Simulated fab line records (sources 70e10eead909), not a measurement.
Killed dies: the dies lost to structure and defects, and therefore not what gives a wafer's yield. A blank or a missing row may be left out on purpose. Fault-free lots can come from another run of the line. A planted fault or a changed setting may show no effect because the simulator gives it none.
What tool caused it? | flow nandHarc | Sampling: 24 lots, 72 wafers, 5 of 1159 route steps

WHAT THE GAUGES READ, wafer by wafer
NHARC_P_M0_INSPECT_27.
lot  | measured     | on               | rawDefectCount
L074 | day 5 20:44  | defectInspect-02 | 232 379 347
L075 | day 5 21:40  | defectInspect-01 | 224 436 276
L077 | day 6 13:59  | defectInspect-02 | 273 533 432
L076 | day 6 14:23  | defectInspect-01 | 295 418 369
L078 | day 6 16:21  | defectInspect-02 | 276 334 288
L080 | day 7 03:43  | defectInspect-02 | 224 229 362
L079 | day 7 03:31  | defectInspect-02 | 137 156 259
L081 | day 7 18:04  | defectInspect-01 | 290 405 321
L082 | day 8 03:10  | defectInspect-02 | 289 274 310
L083 | day 8 08:03  | defectInspect-01 | 379 261 277
L084 | day 8 14:56  | defectInspect-02 | 294 411 219
L085 | day 8 16:38  | defectInspect-02 | 252 153 157
L086 | day 9 11:01  | defectInspect-02 | 250 237 238
L087 | day 9 11:32  | defectInspect-01 | 295 167 332
L089 | day 9 12:40  | defectInspect-01 | 250 256 140
L088 | day 9 18:23  | defectInspect-01 | 354 342 259
L090 | day 10 02:55 | defectInspect-02 | 140 147 185
L091 | day 10 03:37 | defectInspect-01 | 542 429 651
L092 | day 10 14:58 | defectInspect-01 | 385 426 292
L093 | day 11 00:32 | defectInspect-01 | 284 386 249
L094 | day 11 00:47 | defectInspect-01 | 313 266 295
L095 | day 11 04:11 | defectInspect-01 | 284 302 413
L096 | day 11 05:05 | defectInspect-01 | 422 367 264
L097 | day 11 15:12 | defectInspect-01 | 299 322 584

WHAT TOOL EACH LOT RAN ON (gives the tool, then ch and the chambers of the sampled wafers, and finally the start)
lot  | NHARC_P_GATE_STRIP_95               | NHARC_P_CONTACT_CMP_24        | NHARC_P_M0_PVD_21                      | NHARC_P_M0_CMP_23
L074 | plasmaAsher-02 ch 0,1, day 5 10:09  | cmp-04 ch 1,2,3, day 5 16:31  | pvdSputter-01, day 5 20:17 or earlier  | cmp-03 ch 1,3, day 5 20:17
L075 | plasmaAsher-02 ch 1, day 5 10:55    | cmp-03 ch 1,2,3, day 5 17:20  | pvdSputter-01, day 5 21:12 or earlier  | cmp-03 ch 0,2, day 5 21:12
L077 | plasmaAsher-01 ch 0,1, day 6 02:36  | cmp-01 ch 0,2,3, day 6 10:02  | pvdSputter-02, day 6 13:33 or earlier  | cmp-03 ch 0,1,3, day 6 13:33
L076 | plasmaAsher-02 ch 0, day 6 03:08    | cmp-01 ch 0,2,3, day 6 10:23  | pvdSputter-01, day 6 13:54 or earlier  | cmp-03 ch 1,2,3, day 6 13:54
L078 | plasmaAsher-02 ch 0,1, day 6 05:44  | cmp-01 ch 0,2,3, day 6 12:24  | pvdSputter-03, day 6 15:53 or earlier  | cmp-02 ch 1,2,3, day 6 15:53
L080 | plasmaAsher-02 ch 0,1, day 6 14:25  | cmp-03 ch 2,3, day 6 23:28    | pvdSputter-02, day 7 03:17 or earlier  | cmp-02 ch 2,3, day 7 03:17
L079 | plasmaAsher-01 ch 0,1, day 6 14:46  | cmp-01 ch 1,2, day 6 23:32    | pvdSputter-01, day 7 03:02 or earlier  | cmp-03 ch 0,1,2, day 7 03:02
L081 | plasmaAsher-01 ch 1, day 7 07:20    | cmp-04 ch 0,1,2, day 7 14:04  | pvdSputter-01, day 7 17:36 or earlier  | cmp-04 ch 1,2,3, day 7 17:36
L082 | plasmaAsher-02 ch 0,1, day 7 14:56  | cmp-04 ch 1,2,3, day 7 23:07  | pvdSputter-03, day 8 02:41 or earlier  | cmp-04 ch 0,1,3, day 8 02:41
L083 | plasmaAsher-02 ch 0,1, day 7 21:17  | cmp-03 ch 0,1,3, day 8 03:44  | pvdSputter-03, day 8 07:35 or earlier  | cmp-04 ch 1,2,3, day 8 07:35
L084 | plasmaAsher-02 ch 0,1, day 8 01:52  | cmp-04 ch 2,3, day 8 10:58    | pvdSputter-02, day 8 14:29 or earlier  | cmp-04 ch 1,2,3, day 8 14:29
L085 | plasmaAsher-02 ch 0,1, day 8 02:38  | cmp-03 ch 1,2,3, day 8 12:11  | pvdSputter-02, day 8 16:10 or earlier  | cmp-04 ch 0,1, day 8 16:10
L086 | plasmaAsher-01 ch 0,1, day 8 17:38  | cmp-01 ch 0,2, day 9 07:02    | pvdSputter-03, day 9 10:32 or earlier  | cmp-03 ch 0,2,3, day 9 10:32
L087 | plasmaAsher-01 ch 0,1, day 8 18:25  | cmp-03 ch 0,1,3, day 9 07:36  | pvdSputter-02, day 9 11:04 or earlier  | cmp-04 ch 2,3, day 9 11:04
L089 | plasmaAsher-01 ch 0,1, day 8 21:14  | cmp-01 ch 1,2,3, day 9 08:53  | pvdSputter-02, day 9 12:17 or earlier  | cmp-03 ch 0,1,3, day 9 12:17
L088 | plasmaAsher-02 ch 0,1, day 9 01:55  | cmp-01 ch 1,3, day 9 14:25    | pvdSputter-01, day 9 17:55 or earlier  | cmp-03 ch 0,1, day 9 17:55
L090 | plasmaAsher-02 ch 0,1, day 9 10:32  | cmp-03 ch 1,2, day 9 22:56    | pvdSputter-03, day 10 02:29 or earlier | cmp-03 ch 0,2, day 10 02:29
L091 | plasmaAsher-01 ch 0,1, day 9 10:38  | cmp-04 ch 0,1,2, day 9 23:15  | pvdSputter-03, day 10 03:10 or earlier | cmp-02 ch 0,1,2, day 10 03:10
L092 | plasmaAsher-02 ch 0,1, day 10 02:01 | cmp-03 ch 1,3, day 10 10:59   | pvdSputter-03, day 10 14:30 or earlier | cmp-04 ch 1,2,3, day 10 14:30
L093 | plasmaAsher-01 ch 0,1, day 10 11:41 | cmp-04 ch 1,2, day 10 20:34   | pvdSputter-02, day 11 00:04 or earlier | cmp-02 ch 0,3, day 11 00:04
L094 | plasmaAsher-02 ch 0, day 10 11:56   | cmp-03 ch 0,1,3, day 10 20:34 | pvdSputter-03, day 11 00:19 or earlier | cmp-04 ch 0,1, day 11 00:19
L095 | plasmaAsher-01 ch 0,1, day 10 17:40 | cmp-03 ch 1,2,3, day 11 00:07 | pvdSputter-01, day 11 03:43 or earlier | cmp-04 ch 0,1,2, day 11 03:43
L096 | plasmaAsher-02 ch 0,1, day 10 18:37 | cmp-03 ch 0,1,3, day 11 01:06 | pvdSputter-02, day 11 04:37 or earlier | cmp-04 ch 1,2, day 11 04:37
L097 | plasmaAsher-01 ch 1, day 11 04:20   | cmp-01 ch 0,1,3, day 11 10:38 | pvdSputter-01, day 11 14:42 or earlier | cmp-02 ch 1,2,3, day 11 14:42
- NHARC_P_GATE_STRIP_95: strips in O2.
- NHARC_P_CONTACT_CMP_24: polishes, t overpolish 30 s, target thk 200 nm.
- NHARC_P_M0_PVD_21: deposits Cu, target thk 30 nm, time 20.49 s.
- NHARC_P_M0_CMP_23: polishes, t overpolish 20 s, target thk 117.53 nm.

WHAT THE TOOLS THEMSELVES READ (means of the sampled wafers that have a number; where no wafer has one, the mark that the record gives instead)
NHARC_P_GATE_STRIP_95.
lot  | tool           | drypumpMotorCurrentA (A) | heaterPowerW (W)
L074 | plasmaAsher-02 | 6.2                      | 304
L075 | plasmaAsher-02 | 5.8                      | 276
L077 | plasmaAsher-01 | 5.6                      | 298
L076 | plasmaAsher-02 | 6.4                      | 324
L078 | plasmaAsher-02 | 6.0                      | 289
L080 | plasmaAsher-02 | 6.0                      | 298
L079 | plasmaAsher-01 | 5.8                      | 296
L081 | plasmaAsher-01 | 5.3                      | 304
L082 | plasmaAsher-02 | 6.0                      | 294
L083 | plasmaAsher-02 | 6.0                      | 292
L084 | plasmaAsher-02 | 6.2                      | 305
L085 | plasmaAsher-02 | 6.0                      | 292
L086 | plasmaAsher-01 | 5.8                      | 295
L087 | plasmaAsher-01 | 5.6                      | 299
L089 | plasmaAsher-01 | 5.6                      | 305
L088 | plasmaAsher-02 | 6.2                      | 314
L090 | plasmaAsher-02 | 6.2                      | 310
L091 | plasmaAsher-01 | 5.6                      | 298
L092 | plasmaAsher-02 | 6.0                      | 299
L093 | plasmaAsher-01 | 5.8                      | 292
L094 | plasmaAsher-02 | 6.4                      | 334
L095 | plasmaAsher-01 | 5.6                      | 298
L096 | plasmaAsher-02 | 6.2                      | 306
L097 | plasmaAsher-01 | 5.3                      | 308

NHARC_P_CONTACT_CMP_24.
lot  | tool   | motorCurrentA (A) | overpolishRunS (s) | timeToEndpointS (s)
L074 | cmp-04 | 12.8              | 29.992             | 38.3
L075 | cmp-03 | 13.0              | 30.006             | 40.5
L077 | cmp-01 | 11.9              | 29.996             | 40.6
L076 | cmp-01 | 11.7              | 30.003             | 41.9
L078 | cmp-01 | 11.4              | 29.991             | 43.0
L080 | cmp-03 | 11.9              | 30.001             | 36.4
L079 | cmp-01 | 11.7              | 30.009             | 44.5
L081 | cmp-04 | 11.8              | 29.994             | 36.5
L082 | cmp-04 | 12.5              | 29.995             | 40.1
L083 | cmp-03 | 13.1              | 29.991             | 43.3
L084 | cmp-04 | 13.5              | 29.992             | 40.3
L085 | cmp-03 | 13.0              | 29.997             | 39.6
L086 | cmp-01 | 11.8              | 29.996             | 41.9
L087 | cmp-03 | 12.7              | 30.001             | 42.8
L089 | cmp-01 | 11.1              | 30.001             | 44.0
L088 | cmp-01 | 10.9              | 29.998             | 42.9
L090 | cmp-03 | 13.4              | 30.005             | 41.5
L091 | cmp-04 | 11.5              | 30.001             | 37.4
L092 | cmp-03 | 12.4              | 30.003             | 40.3
L093 | cmp-04 | 11.6              | 30.003             | 39.0
L094 | cmp-03 | 13.6              | 29.988             | 42.8
L095 | cmp-03 | 12.8              | 29.997             | 42.4
L096 | cmp-03 | 13.8              | 29.998             | 40.7
L097 | cmp-01 | 11.1              | 29.997             | 42.8

NHARC_P_M0_PVD_21.
lot  | tool          | chamberPressurePa (Pa) | throttleValvePct (%)
L074 | pvdSputter-01 | 5.006                  | 30.1
L075 | pvdSputter-01 | 5.002                  | 29.6
L077 | pvdSputter-02 | 4.997                  | 30.1
L076 | pvdSputter-01 | 4.998                  | 29.3
L078 | pvdSputter-03 | 5.004                  | 30.9
L080 | pvdSputter-02 | 4.994                  | 30.4
L079 | pvdSputter-01 | 4.997                  | 30.1
L081 | pvdSputter-01 | 4.996                  | 29.7
L082 | pvdSputter-03 | 5.008                  | 30.9
L083 | pvdSputter-03 | 4.999                  | 30.4
L084 | pvdSputter-02 | 4.987                  | 29.8
L085 | pvdSputter-02 | 4.998                  | 30.7
L086 | pvdSputter-03 | 5.003                  | 30.8
L087 | pvdSputter-02 | 5.010                  | 29.9
L089 | pvdSputter-02 | 4.997                  | 30.6
L088 | pvdSputter-01 | 4.998                  | 28.9
L090 | pvdSputter-03 | 4.996                  | 30.5
L091 | pvdSputter-03 | 4.995                  | 30.8
L092 | pvdSputter-03 | 5.001                  | 30.7
L093 | pvdSputter-02 | 5.009                  | 30.3
L094 | pvdSputter-03 | 5.004                  | 30.3
L095 | pvdSputter-01 | 4.999                  | 29.5
L096 | pvdSputter-02 | 5.002                  | 29.7
L097 | pvdSputter-01 | 5.003                  | 30.8

NHARC_P_M0_CMP_23.
lot  | tool   | motorCurrentA (A) | timeToEndpointS (s)
L074 | cmp-03 | 12.8              | 31.9
L075 | cmp-03 | 14.3              | 28.5
L077 | cmp-03 | 13.0              | 27.0
L076 | cmp-03 | 12.9              | 27.2
L078 | cmp-02 | 12.6              | 28.5
L080 | cmp-02 | 12.0              | 27.9
L079 | cmp-03 | 13.9              | 31.0
L081 | cmp-04 | 12.3              | 29.5
L082 | cmp-04 | 11.7              | 28.6
L083 | cmp-04 | 12.5              | 30.8
L084 | cmp-04 | 12.3              | 31.6
L085 | cmp-04 | 10.6              | 26.7
L086 | cmp-03 | 13.5              | 32.2
L087 | cmp-04 | 13.5              | 29.4
L089 | cmp-03 | 13.1              | 29.5
L088 | cmp-03 | 14.0              | 32.1
L090 | cmp-03 | 14.1              | 29.7
L091 | cmp-02 | 12.3              | 25.8
L092 | cmp-04 | 12.5              | 26.0
L093 | cmp-02 | 10.8              | 30.4
L094 | cmp-04 | 10.5              | 27.6
L095 | cmp-04 | 11.7              | 28.4
L096 | cmp-04 | 11.6              | 25.8
L097 | cmp-02 | 12.2              | 29.9

THE ANSWER, worked out from the rows above alone
Rule: the lots themselves supply what counts as usual. The widest of any qualifying gaps counts: lots, ordered by their means at a reading, are off when they make up no more than a third of the lots, leave a main group of 4 or more, and stand apart from it by 3 or more times the standard deviation of that group's means. A main group whose means are all the same, to the digits that the tables above print for the reading, isn't used. A lot without any number at a reading at which 4 lots or more have one is off too. The other lots that the step has rows for count as sound. Order of review: gauges by route order, followed by the tools' own readings, for which a lot's mean as printed above is used. The first step at which some lot is off is used, and at that step the reading that is off furthest; a lot without a number counts as furthest.
Nothing can be told from this: no lot is off at any reading shown.

WHAT WAS PUT IN BY THE SIMULATOR
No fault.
